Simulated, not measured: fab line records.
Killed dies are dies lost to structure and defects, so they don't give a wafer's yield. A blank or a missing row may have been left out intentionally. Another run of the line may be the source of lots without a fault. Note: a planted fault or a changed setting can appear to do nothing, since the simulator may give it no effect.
fab line records    flow n5-finfet
record lots=8  wafers=24  last-day=18
route steps=1938 shown FIN_SAQP@100 BEOL_M4@1111 PASSIVATION@1936
lots with no fault: from the same line, run without faults
start-h: hours from the record's first day to the start of the lot's first wafer shown    wait-h: how many hours have passed since the lot's step before this one    " as in the row above    L1.1+2: several wafers, shown together as one row    - no value, or no start given    * or withheld: withheld    < > ~ a bound
route shown NAME@n: a module of which the file shows steps, and the number in the route of the first    usual: mean and standard deviation over wafers with no fault    same: alike in all rows    chamber/n: place in a boat    sites: readings site by site    _std_site: standard deviation of those values    _edge_site: inner sites' mean taken away from outer sites' mean    radius-mm: how far each site lies from the wafer's centre    mask NAME#n: copy n    behind: the tool/chamber that last shaped the wafer    hold: reason for holding the lot/hours on hold/outcome of the hold    device: whichever transistor did not switch (one of n, p or np)    end of line: tests run on the same wafers once the route is complete    step lacking rows: just its recipe    killed: not the wafer's yield, but the dies lost to structure and defects at the first sort    map: a wafer's dies, x killed, . not, _ none there
set.NAME: the run value of the setting; set.NAME@STEP: its run value at that earlier step    model.NAME: the simulator's own value behind a step, which no gauge read
one table for each step of the route and one row for each wafer, over a sample of lots
services: when a tool's chamber went out of use (start-h, in hours from the record's first day, below 0 if earlier), for how many hours, and the reason
## steps
# step N5_FIN_SAQP_PECVD_06
# recipe material=a-Si  target-thk-a=600  temp-c=400  precursor=SiH4/He  pressure-torr=3  rf-w=100  time-s=48.1
# usual heater-power-w=813/110  showerhead-plenum-p-Torr=5.65/0.044  throttle-valve-pct=18.1/1.3
lot.wafer  tool      chamber  start-h  wait-h  heater-power-w  showerhead-plenum-p-Torr  throttle-valve-pct
L563.3     pecvd-04  1        21.50    0.0     784             5.68                      16.4
L563.5     "         1        "        "       771             5.69                      16.7
L563.6     "         0        "        "       801             5.62                      20.4
L565.1     pecvd-01  2        34.10    0.0     1111            5.62                      18.3
L565.4     "         1        "        "       917             5.58                      18.4
L565.5     "         2        "        "       1113            5.61                      18.4
L570.1     pecvd-02  2        64.64    0.0     682             5.73                      18.2
L570.2     "         0        "        "       783             5.73                      18.5
L570.5     "         1        "        "       694             5.63                      18.0
L572.2     pecvd-02  0        75.66    0.0     761             5.72                      18.6
L572.4     "         0        "        "       762             5.73                      18.6
L572.6     "         1        "        "       715             5.65                      18.2
L573.2     pecvd-04  0        81.27    0.0     812             5.62                      20.6
L573.3     "         1        "        "       800             5.69                      16.9
L573.4     "         0        "        "       782             5.62                      20.6
L574.1     pecvd-04  2        88.39    0.0     909             5.64                      17.1
L574.2     "         0        "        "       792             5.61                      20.6
L574.5     "         2        "        "       905             5.64                      16.9
L582.1     pecvd-02  2        135.70   0.0     662             5.71                      18.2
L582.4     "         1        "        "       723             5.63                      17.8
L582.6     "         0        "        "       789             5.70                      18.9
L585.1     pecvd-02  0        152.87   0.0     677             5.72                      18.7
L585.4     "         2        "        "       741             5.71                      18.1
L585.5     "         0        "        "       692             5.72                      18.7
# step N5_FIN_SAQP_HM_OPEN_73
# recipe chemistry=CHF3/O2  target=SiO2  stop-on=a-Si  target-depth-a=120  over-etch-frac=1.8  mask-material=SOC  time-s=16.8  pressure-mtorr=30  source-w=650  bias-w=170  Ar_flow_sccm=200  CHF3_flow_sccm=50  O2_flow_sccm=5  ion-energy-ev=200  ends=end-point
# usual CHF3_flow_sccm=50.00/0.14  chamber-pressure-mTorr=30.000/0.027  drypump-motor-current-A=5.7/0.4  oes_ar_750_au=0.77/0.083  oes-product-au=0.46/0.048  rf-vpp-V=518/10  showerhead-plenum-p-Torr=2.37/0.076  throttle-valve-pct=18.75/0.24
lot.wafer  tool         chamber  start-h  wait-h  CHF3_flow_sccm  chamber-pressure-mTorr  drypump-motor-current-A  oes_ar_750_au  oes-product-au  rf-hours-counter-h  rf-vpp-V  showerhead-plenum-p-Torr  throttle-valve-pct
L563.3     rie-diel-04  2        22.27    0.0     50.01           29.961                  5.8                      0.78           0.46            124                 511       2.51                      18.82
L563.5     "            1        "        "       50.03           30.049                  5.2                      0.77           0.46            -                   517       2.31                      18.34
L563.6     "            2        "        "       49.85           30.021                  5.8                      0.78           0.46            -                   512       2.51                      18.81
L565.1     rie-diel-04  0        34.99    0.0     49.93           30.038                  5.6                      0.73           0.43            185                 514       2.32                      18.69
L565.4     "            3        "        "       49.75           29.985                  5.3                      0.71           0.42            243                 519       2.39                      18.87
L565.5     "            0        "        "       50.00           30.001                  5.6                      0.73           0.44            -                   513       2.32                      18.70
L570.1     rie-diel-04  0        65.39    0.0     49.84           29.968                  5.6                      0.73           0.43            197                 513       2.31                      18.71
L570.2     "            2        "        "       50.11           30.008                  5.8                      0.76           0.46            141                 512       2.50                      18.85
L570.5     "            0        "        "       49.84           29.956                  5.6                      0.72           0.43            -                   513       2.31                      18.72
L572.2     rie-diel-05  1        76.53    0.0     50.12           29.981                  6.1                      0.94           0.56            5                   519       2.39                      18.49
L572.4     "            3        "        "       50.02           29.990                  5.6                      0.69           0.41            234                 503       2.40                      19.12
L572.6     "            0        "        "       49.99           30.019                  5.7                      0.72           0.43            -                   532       2.30                      19.01
L573.2     rie-diel-06  3        82.05    0.0     49.99           29.985                  6.5                      0.96           0.56            16                  495       2.33                      18.45
L573.3     "            2        "        "       50.11           30.001                  5.4                      0.73           0.45            162                 541       2.28                      18.75
L573.4     "            0        "        "       49.68           30.054                  6.6                      0.73           0.43            219                 515       2.39                      19.15
L574.1     rie-diel-05  0        89.26    0.0     49.74           30.037                  5.8                      0.71           0.41            207                 532       2.30                      18.99
L574.2     "            1        "        "       49.99           29.983                  6.0                      0.93           0.55            9                   520       2.38                      18.52
L574.5     "            2        "        "       50.00           30.003                  5.1                      0.73           0.44            -                   520       2.52                      18.74
L582.1     rie-diel-05  0        136.57   0.0     50.13           30.007                  5.7                      0.71           0.41            226                 532       2.29                      19.04
L582.4     "            2        "        "       50.06           29.978                  5.1                      0.72           0.43            -                   519       2.52                      18.78
L582.6     "            1        "        "       49.81           29.952                  6.0                      0.89           0.54            -                   518       2.38                      18.54
L585.1     rie-diel-06  0        153.74   0.0     50.31           30.005                  6.7                      0.72           0.43            235                 516       2.39                      19.19
L585.4     "            3        "        "       50.08           29.966                  6.5                      0.91           0.53            45                  496       2.32                      18.51
L585.5     "            1        "        "       49.76           30.025                  6.0                      0.70           0.41            -                   526       2.36                      19.06
# step N5_FIN_SAQP_MANDREL_ETCH_22
# recipe target-depth-a=600  chemistry=HBr/Cl2  target=a-Si  stop-on=SiNx  bt-time-s=10  over-etch-frac=0.5  time-s=30  pressure-mtorr=10  icp-w=800  bias-w=75  HBr_flow_sccm=150  Cl2_flow_sccm=80  ends=end-point
# usual chamber-pressure-mTorr=10.000/0.0085  drypump-motor-current-A=5.7/0.43  oes-product-au=0.762/0.011  throttle-valve-pct=35.2/0.44
# same bt-time-s=10
lot.wafer  tool       chamber  start-h  wait-h  chamber-pressure-mTorr  drypump-motor-current-A  oes-product-au  rf-hours-counter-h  throttle-valve-pct
L563.3     rie-si-01  2        22.36    0.0     10.006                  5.3                      0.750           89                  34.6
L563.5     "          2        "        "       10.012                  5.3                      0.747           -                   34.6
L563.6     "          3        "        "       9.999                   5.3                      0.762           -                   35.4
L565.1     rie-si-01  0        35.07    0.0     10.004                  6.0                      0.754           35                  35.4
L565.4     "          3        "        "       9.998                   5.3                      0.771           59                  35.4
L565.5     "          3        "        "       10.004                  5.3                      0.762           -                   35.4
L570.1     rie-si-01  0        65.47    0.0     10.010                  6.0                      0.757           36                  35.4
L570.2     "          2        "        "       10.015                  5.3                      0.755           90                  34.6
L570.5     "          3        "        "       10.001                  5.3                      0.743           -                   35.5
L572.2     rie-si-01  3        76.62    0.0     9.986                   5.3                      0.712           60                  35.5
L572.4     "          1        "        "       9.991                   6.3                      0.711           1                   34.9
L572.6     "          0        "        "       10.015                  6.0                      0.681           -                   35.5
L573.2     rie-si-01  1        82.14    0.0     9.998                   6.3                      0.700           1                   34.9
L573.3     "          0        "        "       10.011                  6.0                      0.689           36                  35.5
L573.4     "          2        "        "       9.989                   5.4                      0.712           90                  34.7
L574.1     rie-si-04  2        89.35    0.0     10.008                  6.4                      0.764           9                   34.3
L574.2     "          3        "        "       10.010                  5.6                      0.763           2                   35.7
L574.5     "          0        "        "       10.005                  5.5                      0.773           -                   35.6
L582.1     rie-si-06  2        136.66   0.0     10.003                  5.5                      0.759           56                  35.8
L582.4     "          1        "        "       10.014                  5.8                      0.768           97                  34.9
L582.6     "          3        "        "       10.002                  6.0                      0.781           -                   35.5
L585.1     rie-si-04  1        153.82   0.0     9.995                   5.5                      0.755           109                 35.4
L585.4     "          2        "        "       10.013                  6.4                      0.764           11                  34.3
L585.5     "          3        "        "       10.002                  5.6                      0.755           -                   35.7
# step N5_FIN_SAQP_RECESS_75
# recipe chemistry=HF/NH3  target=SiO2  target-depth-a=144  afs-cycles=3  temp-c=30  sublimation-temp-c=180  sublimation-time-s=60
# usual drypump-motor-current-A=5.9/0.47
lot.wafer  tool           chamber  start-h  wait-h  drypump-motor-current-A
L563.3     vapor-etch-02  1        22.90    0.2     6.4
L563.5     "              1        "        "       6.4
L563.6     "              0        "        "       5.4
L565.1     vapor-etch-02  1        35.50    0.0     6.4
L565.4     "              0        "        "       5.4
L565.5     "              1        "        "       6.5
L570.1     vapor-etch-01  1        65.89    0.0     6.1
L570.2     "              0        "        "       5.4
L570.5     "              0        "        "       5.4
L572.2     vapor-etch-02  0        77.04    0.0     5.4
L572.4     "              0        "        "       5.4
L572.6     "              0        "        "       5.4
L573.2     vapor-etch-02  1        82.69    0.0     6.5
L573.3     "              1        "        "       6.4
L573.4     "              0        "        "       5.4
L574.1     vapor-etch-02  1        89.91    0.0     6.4
L574.2     "              0        "        "       5.4
L574.5     "              1        "        "       6.4
L582.1     vapor-etch-01  1        137.09   0.0     6.1
L582.4     "              0        "        "       5.4
L582.6     "              0        "        "       5.5
L585.1     vapor-etch-02  1        154.25   0.0     6.4
L585.4     "              0        "        "       5.4
L585.5     "              1        "        "       6.4
# step N5_FIN_SAQP_SPACER1_ETCHBACK_25
# recipe chemistry=CHF3/O2  mode=anisotropic-etchback  target=SiO2  target-depth-a=244  time-s=12.2  pressure-mtorr=30  source-w=650  bias-w=170  Ar_flow_sccm=200  CHF3_flow_sccm=50  O2_flow_sccm=5  ion-energy-ev=200
# usual CHF3_flow_sccm=49.99/0.14  chamber-pressure-mTorr=30.004/0.026  drypump-motor-current-A=5.8/0.43  oes_ar_750_au=0.77/0.087  oes-product-au=0.76/0.09  rf-vpp-V=519/11  showerhead-plenum-p-Torr=2.37/0.074  throttle-valve-pct=18.88/0.26
lot.wafer  tool         chamber  start-h  wait-h  CHF3_flow_sccm  chamber-pressure-mTorr  drypump-motor-current-A  oes_ar_750_au  oes-product-au  rf-hours-counter-h  rf-vpp-V  showerhead-plenum-p-Torr  throttle-valve-pct
L563.3     rie-diel-04  2        25.14    0.4     50.32           30.057                  5.8                      0.78           0.77            124                 512       2.51                      18.91
L563.5     "            1        "        "       50.01           30.004                  5.2                      0.76           0.76            -                   515       2.31                      18.42
L563.6     "            2        "        "       49.86           29.998                  5.8                      0.77           0.77            -                   513       2.51                      18.91
L565.1     rie-diel-04  3        36.60    0.4     49.90           30.062                  5.3                      0.71           0.70            244                 519       2.39                      18.95
L565.4     "            1        "        "       50.04           30.003                  5.2                      0.76           0.76            133                 516       2.31                      18.43
L565.5     "            2        "        "       49.89           29.961                  5.8                      0.77           0.77            -                   513       2.50                      18.91
L570.1     rie-diel-05  1        67.15    0.5     50.07           29.954                  6.1                      0.98           0.97            1                   519       2.39                      18.56
L570.2     "            3        "        "       49.89           29.998                  5.6                      0.70           0.68            231                 505       2.40                      19.20
L570.5     "            0        "        "       49.97           30.005                  5.7                      0.72           0.71            -                   531       2.30                      19.05
L572.2     rie-diel-05  0        78.14    0.4     49.93           29.980                  5.7                      0.71           0.27            203                 532       2.30                      18.96
L572.4     "            1        "        "       50.27           30.035                  6.0                      0.96           0.36            5                   518       2.39                      18.46
L572.6     "            0        "        "       50.05           30.017                  5.7                      0.71           0.26            -                   533       2.30                      18.96
L573.2     rie-diel-06  2        83.88    0.4     50.15           30.013                  5.5                      0.74           0.28            162                 541       2.28                      18.71
L573.3     "            0        "        "       49.95           30.057                  6.7                      0.73           0.27            220                 516       2.39                      19.12
L573.4     "            1        "        "       49.94           30.001                  6.0                      0.72           0.26            201                 526       2.37                      18.97
L574.1     rie-diel-05  1        91.66    0.4     49.87           30.044                  6.1                      0.93           0.94            11                  519       2.38                      18.58
L574.2     "            0        "        "       49.97           29.969                  5.7                      0.71           0.71            208                 533       2.30                      19.08
L574.5     "            1        "        "       50.02           29.994                  6.1                      0.93           0.94            -                   518       2.38                      18.58
L582.1     rie-diel-05  2        138.19   0.4     49.92           29.997                  5.1                      0.73           0.71            191                 521       2.52                      18.85
L582.4     "            2        "        "       49.89           30.000                  5.1                      0.73           0.72            -                   519       2.52                      18.86
L582.6     "            1        "        "       50.16           30.031                  6.1                      0.89           0.89            -                   517       2.38                      18.61
L585.1     rie-diel-06  1        155.35   0.4     49.85           30.052                  6.0                      0.71           0.71            228                 526       2.35                      19.14
L585.4     "            2        "        "       50.24           30.020                  5.4                      0.71           0.71            189                 541       2.27                      18.85
L585.5     "            2        "        "       49.92           30.031                  5.4                      0.72           0.71            -                   542       2.27                      18.87
# step N5_FIN_SAQP_INSPECT_40
# recipe inspect-instrument=brightfield  mode=aei
# usual raw-defect-count=237/71
lot.wafer  tool               chamber  start-h  wait-h  raw-defect-count
L563.3     defect-inspect-02  -        27.77    0.0     185
L563.5     "                  -        "        "       247
L563.6     "                  -        "        "       153
L565.1     defect-inspect-02  -        39.17    0.0     237
L565.4     "                  -        "        "       151
L565.5     "                  -        "        "       214
L570.1     defect-inspect-02  -        69.61    0.0     175
L570.2     "                  -        "        "       214
L570.5     "                  -        "        "       191
L572.2     defect-inspect-01  -        80.88    0.0     1958
L572.4     "                  -        "        "       1948
L572.6     "                  -        "        "       2093
L573.2     defect-inspect-01  -        86.24    0.0     1863
L573.3     "                  -        "        "       1862
L573.4     "                  -        "        "       1879
L574.1     defect-inspect-02  -        94.91    0.0     130
L574.2     "                  -        "        "       199
L574.5     "                  -        "        "       171
L582.1     defect-inspect-01  -        140.52   0.0     273
L582.4     "                  -        "        "       197
L582.6     "                  -        "        "       261
L585.1     defect-inspect-01  -        158.66   0.0     253
L585.4     "                  -        "        "       323
L585.5     "                  -        "        "       262
# step N5_BEOL_M4_RC_MEAS_101
# usual DIBL_N=36.0/2.5  DIBL_P=36.7/3  IOFF_N=0.16/0.043  IOFF_P=0.21/0.049  ION_N=673/15  ION_P=461/9.8  SS_N=71.5/0.83  SS_P=73.4/0.83  VT_N=250/4  VT_P=-251/4
lot.wafer  tool       chamber  start-h  wait-h  DIBL_N[mV/V]  DIBL_P[mV/V]  IOFF_N[nA/um]  IOFF_P[nA/um]  ION_N[uA/um]  ION_P[uA/um]  SS_N[mV/dec]  SS_P[mV/dec]  VT_N[mV]  VT_P[mV]
L563.3     prober-01  0        161.37   0.3     32.1          33.7          0.12           0.18           657           456           70.5          72.6          254       -254
L563.5     "          0        "        "       33.0          33.8          0.14           0.18           671           459           71.7          72.8          254       -254
L563.6     "          0        "        "       31.8          33.3          0.12           0.17           663           459           70.7          72.1          252       -250
L565.1     prober-02  0        180.56   0.0     36.6          37.3          0.18           0.19           697           468           71.9          74.1          248       -254
L565.4     "          0        "        "       38.3          38.7          0.20           0.22           686           459           72.2          74.5          247       -251
L565.5     "          0        "        "       34.3          34.4          0.13           0.16           676           463           70.9          73.0          254       -255
L570.1     prober-02  0        212.67   0.0     30.3          32.5          0.10           0.14           645           441           71.2          71.8          256       -257
L570.2     "          0        "        "       31.6          34.5          0.12           0.16           651           453           70.9          72.6          252       -254
L570.5     "          0        "        "       36.3          39.7          0.23           0.26           681           464           73.6          73.7          244       -246
L574.1     prober-02  0        242.03   0.0     39.5          40.3          0.23           0.28           685           460           72.8          74.4          245       -247
L574.2     "          0        "        "       35.1          34.3          0.14           0.19           686           473           70.6          73.1          252       -254
L574.5     "          0        "        "       37.1          36.4          0.19           0.21           678           457           71.6          73.3          247       -253
L582.1     prober-02  0        288.27   0.0     33.7          35.3          0.12           0.17           674           458           71.4          72.8          255       -256
L582.4     "          0        "        "       35.5          37.1          0.15           0.19           679           461           71.3          73.7          250       -253
L582.6     "          0        "        "       37.5          38.7          0.17           0.20           666           445           72.2          74.1          253       -252
L585.1     prober-01  0        319.88   0.0     36.6          39.2          0.19           0.24           694           479           70.8          73.8          242       -249
L585.4     "          0        "        "       35.8          38.0          0.16           0.21           684           469           71.7          73.5          248       -251
L585.5     "          0        "        "       35.0          36.9          0.14           0.20           669           461           71.0          73.1          252       -250
# step N5_PASSIVATION_PROBE_49
# usual defect-limited-yield=91.1/1.5  killed_at_M0_to_M3=37/11  killed_at_M4_up=13/5.6  killed-at-contacts=12/5.6  killed-at-front-end=39/11  killed-at-other=4/3.1  killed-dies=105/18  killed-on-rim=14/3.8  killed-open=69/13  killed-short=35/7.4  sort_bin_5_function=5.1/0.92  sort_bin_6_memory=3.4/0.76  sort_bin_8_speed=0.02/0.11  sort-n-pass=1075/18  sort-yield-pct=91.1/1.5
# same gross-dies=1180  killed-at-back-side=0  sort_bin_4_leakage[%]=0
lot.wafer  tool       chamber  start-h  wait-h  defect-limited-yield[%]  killed_at_M0_to_M3  killed_at_M4_up  killed-at-contacts  killed-at-front-end  killed-at-other  killed-dies  killed-on-rim  killed-open  killed-short  sort_bin_5_function[%]  sort_bin_6_memory[%]  sort_bin_8_speed[%]  sort-n-pass  sort-yield-pct[%]
L572.2     prober-01  -        315.89   0.1     0.1                      47                  8                16                  1101                 7                1179         152            82           47            94.7                    4.6                   0                    1            0.1
L572.4     prober-01  -        315.99   0.2     0                        44                  11               15                  1105                 5                1180         152            86           34            95.8                    3.8                   0                    0            0
L572.6     prober-01  -        316.09   0.3     0                        37                  4                10                  1121                 8                1180         152            54           54            96.4                    2.9                   0                    0            0
L573.2     prober-02  -        326.44   0.1     0                        35                  20               15                  1104                 6                1180         152            70           38            96.2                    3.1                   0                    0            0
L573.3     prober-02  -        326.49   0.1     0                        54                  13               16                  1085                 12               1180         152            101          32            95.3                    4.4                   0                    0            0
L573.4     prober-02  -        326.54   0.2     0                        41                  18               14                  1103                 4                1180         152            73           40            96.2                    3.6                   0                    0            0
L574.2     prober-02  -        349.21   0.1     90.5                     40                  7                30                  33                   2                112          17             71           41            5.3                     3.6                   0                    1068         90.5
L574.5     prober-02  -        349.36   0.2     90.3                     46                  11               17                  31                   10               115          12             75           40            5.3                     4.0                   0                    1065         90.3
# killed by level:class
L572.2 FIN_SAQP:area-etch=1048 FIN_SAQP:geometric-particle:open=16 FIN_SAQP:geometric-particle:short=15 BEOL_M0_SAQP:geometric-particle:open=14 MOL_CONTACT_COAG:geometric-particle:open=13 BEOL_M0_SAQP:geometric-particle:short=10 STI_FIN_REVEAL:geometric-particle:open=9 BEOL_M2:geometric-particle:short=7
L572.4 FIN_SAQP:area-etch=1059 FIN_SAQP:geometric-particle:open=14 MOL_CONTACT_COAG:geometric-particle:open=13 BEOL_M0_SAQP:geometric-particle:short=9 FIN_SAQP:geometric-particle:short=8 BEOL_M0_SAQP:geometric-particle:open=8 BEOL_M3:geometric-particle:open=8 STI_FIN_REVEAL:geometric-particle:open=7
L572.6 FIN_SAQP:area-etch=1071 FIN_SAQP:geometric-particle:short=18 BEOL_M0_SAQP:geometric-particle:open=10 MOL_CONTACT_COAG:geometric-particle:open=8 BEOL_M0_SAQP:geometric-particle:short=8 GATE_CUT:geometric-particle:short=6 FIN_SAQP:geometric-particle:open=5 STI_FIN_REVEAL:geometric-particle:open=5
L573.2 FIN_SAQP:area-etch=1070 BEOL_M2:geometric-particle:open=12 MOL_CONTACT_COAG:geometric-particle:open=10 FIN_SAQP:geometric-particle:short=9 STI_FIN_REVEAL:geometric-particle:open=9 BEOL_M3:geometric-particle:open=7 BEOL_M0_SAQP:geometric-particle:short=6 MOL_CONTACT_COAG:geometric-particle:short=5
L573.3 FIN_SAQP:area-etch=1046 BEOL_M0_SAQP:geometric-particle:open=18 BEOL_M3:geometric-particle:open=17 MOL_CONTACT_COAG:geometric-particle:open=15 FIN_SAQP:geometric-particle:open=8 BEOL_M4:geometric-particle:open=8 STI_FIN_REVEAL:geometric-particle:open=7 BEOL_M0_SAQP:geometric-particle:short=6
L573.4 FIN_SAQP:area-etch=1065 BEOL_M3:geometric-particle:open=13 MOL_CONTACT_COAG:geometric-particle:open=9 BEOL_M4:geometric-particle:open=8 BEOL_M0_SAQP:geometric-particle:open=7 BEOL_M1:geometric-particle:open=6 FIN_SAQP:geometric-particle:short=5 MOL_CONTACT_COAG:geometric-particle:short=5
L574.2 MOL_CONTACT_COAG:geometric-particle:open=24 BEOL_M0_SAQP:geometric-particle:short=13 BEOL_M3:geometric-particle:open=10 BEOL_M0_SAQP:geometric-particle:open=8 FIN_SAQP:geometric-particle:open=7 DUMMY_GATE:geometric-particle:open=6 MOL_CONTACT_COAG:geometric-particle:short=6 BEOL_M1:geometric-particle:open=5
L574.5 BEOL_M0_SAQP:geometric-particle:open=17 MOL_CONTACT_COAG:geometric-particle:open=14 BEOL_M3:geometric-particle:open=8 BEOL_M0_SAQP:geometric-particle:short=7 FIN_SAQP:geometric-particle:open=5 GATE_CUT:geometric-particle:short=5 BEOL_M2:geometric-particle:short=5 ILD0:geometric-particle:short=4
## services
tool           chamber  start-h  hours  kind
pecvd-01       0        2.06     18.8   repair
rie-diel-06    3        7.58     5.4    repair
pecvd-02       0        10.36    4.2    repair
rie-diel-05    -        11.67    0.7    repair
rie-diel-04    3        15.43    4.5    repair
rie-diel-04    -        29.97    0.6    repair
pecvd-02       1        34.74    3.5    repair
pecvd-04       2        41.72    6.6    repair
pecvd-02       -        42.85    4.4    repair
rie-diel-05    3        46.35    2.7    repair
pecvd-04       0        52.84    12.6   repair
rie-si-01      1        56.45    16.6   repair
rie-diel-06    -        59.51    0.8    repair
rie-diel-05    2        59.86    3.2    repair
rie-diel-05    -        63.26    0.9    repair
pecvd-04       -        85.19    0.5    repair
rie-si-04      -        86.87    0.8    repair
rie-diel-05    2        90.55    4.2    repair
rie-diel-06    0        107.86   29.5   repair
rie-diel-05    2        112.56   7.4    repair
pecvd-02       -        128.27   6.0    pm
rie-diel-04    2        130.36   10.1   repair
rie-diel-05    3        134.08   65.0   repair
vapor-etch-01  1        151.77   1.4    repair
## key
first-sign step=N5_FIN_SAQP_MANDREL_ETCH_22  reading=oes-product-au  direction=down  sigmas=5.6  usual=0.762  struck=0.701
effect step=N5_FIN_SAQP_SPACER1_ETCHBACK_25  reading=oes-product-au  direction=down  sigmas=5.3  usual=0.76  struck=0.28
effect step=N5_FIN_SAQP_INSPECT_40  reading=raw-defect-count  direction=up  sigmas=24  usual=237  struck=1934
effect step=N5_PASSIVATION_PROBE_49  reading=sort_bin_5_function  direction=up  sigmas=99  usual=5.1  struck=95.8
more-kills-born-at N5_FIN_SAQP_MANDREL_ETCH_22@rie-si-01=6359
met-at N5_FIN_SAQP_MANDREL_ETCH_22
struck-lots L572,L573
later-rows-left-out L572.2,L572.4,L572.6,L573.2,L573.3,L573.4
not-acting-at N5_FIN_SAQP_PECVD_06,N5_FIN_SAQP_HM_OPEN_73,N5_FIN_SAQP_RECESS_75
onset-between 65.47 76.62
fault kind=process-parameter-drift  tool=rie-si-01  chamber=-  onset-h=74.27  steps=N5_FIN_SAQP_MANDREL_ETCH_22  channel=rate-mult  offset=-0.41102  shape=step  end-h=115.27
# later-rows-left-out: the simulator's readings of these wafers behind a module that went badly wrong aren't trusted and aren't shown, but for the sort
